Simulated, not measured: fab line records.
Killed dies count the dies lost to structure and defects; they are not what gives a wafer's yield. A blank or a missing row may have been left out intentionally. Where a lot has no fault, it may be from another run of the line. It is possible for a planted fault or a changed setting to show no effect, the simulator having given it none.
Which tool is to blame? ; flow nand harc ; 6 lots, 18 wafers sampled, at 5 steps of a route of 1302

WHAT THE GAUGES SHOWED, per wafer
NHARC_END_SORT_01.
lot;measured;on;killed at array
L239;day 29 01:53;prober-02;669 675 675
L243;day 29 17:35;prober-01;669 674 673

WHAT TOOL EACH LOT RAN ON (gives the tool, then ch and the chambers of the sampled wafers, and finally the start)
lot;NHARC_A_CHANNEL_HOLE_D2_ETCH_39;NHARC_A_CHANNEL_FILL_D2_CVD_18;NHARC_A_CHANNEL_FILL_D2_ETCHBACK_08;NHARC_A_CHANNEL_FILL_D2_STRIP_29
L239;rie diel-03 ch 0,1,3, day 17 13:44 or earlier;lpcvd poly-04 ch 0, day 17 13:44 and lpcvd poly-02 ch 0, day 17 17:37;rie diel-01 ch 1,2,3, day 29 01:53 or earlier;rie diel-01 ch 1,2, day 29 01:53 or earlier
L243;rie diel-04 ch 0,1,3, day 18 23:46 or earlier;lpcvd poly-02 ch 0, day 18 23:46;rie diel-12 ch 2,3, day 29 17:35 or earlier;rie diel-12 ch 0,2,3, day 29 17:35 or earlier
L248;rie diel-04 ch 0,1,3, day 21 06:53 or earlier;lpcvd poly-04 ch 0, day 21 06:53;rie diel-06 ch 0,3, day 22 04:52 or earlier;rie diel-06 ch 0,2,3, day 22 04:52
L249;rie diel-03 ch 0,2,3, day 21 20:27 or earlier;lpcvd poly-04 ch 0, day 21 20:27;rie diel-12 ch 0,1, no start;rie diel-12 ch 0,3, no start
L253;rie diel-05 ch 2,3, day 23 03:50 or earlier;lpcvd poly-03 ch 0, day 23 03:50;rie diel-01 ch 2,3, no start;rie diel-01 ch 1,2,3, no start
L255;rie diel-03 ch 0,2,3, day 24 08:53 or earlier;lpcvd poly-02 ch 0, day 24 08:53;rie diel-12 ch 0,2, day 25 04:18 or earlier;rie diel-12 ch 2,3, day 25 04:18
- NHARC_A_CHANNEL_HOLE_D2_ETCH_39: etches the open film in N2/H2, target depth 260 nm, time 325 s.
- NHARC_A_CHANNEL_FILL_D2_CVD_18: deposits poly-Si, target thk 3 nm.
- NHARC_A_CHANNEL_FILL_D2_ETCHBACK_08: etches the open film in C4F8, target depth 220 nm, time 110 s.
- NHARC_A_CHANNEL_FILL_D2_STRIP_29: strips in O2, time 20 s.

THE ANSWER, worked out from the rows above alone
Rule: the lots themselves supply what counts as usual. The widest of any qualifying gaps counts: lots, ordered by their means at a reading, are off when they make up no more than a third of the lots, leave a main group of 4 or more, and stand apart from it by 3 or more times the standard deviation of that group's means. Not used: any main group whose means are identical at the precision the tables above print for the reading. Also off: a lot with no number at a reading for which 4 or more lots have one. The other lots that the step has rows for count as sound.
No lot is off at any reading shown: from this, nothing can be told.

WHAT THE SIMULATOR HAD INSERTED
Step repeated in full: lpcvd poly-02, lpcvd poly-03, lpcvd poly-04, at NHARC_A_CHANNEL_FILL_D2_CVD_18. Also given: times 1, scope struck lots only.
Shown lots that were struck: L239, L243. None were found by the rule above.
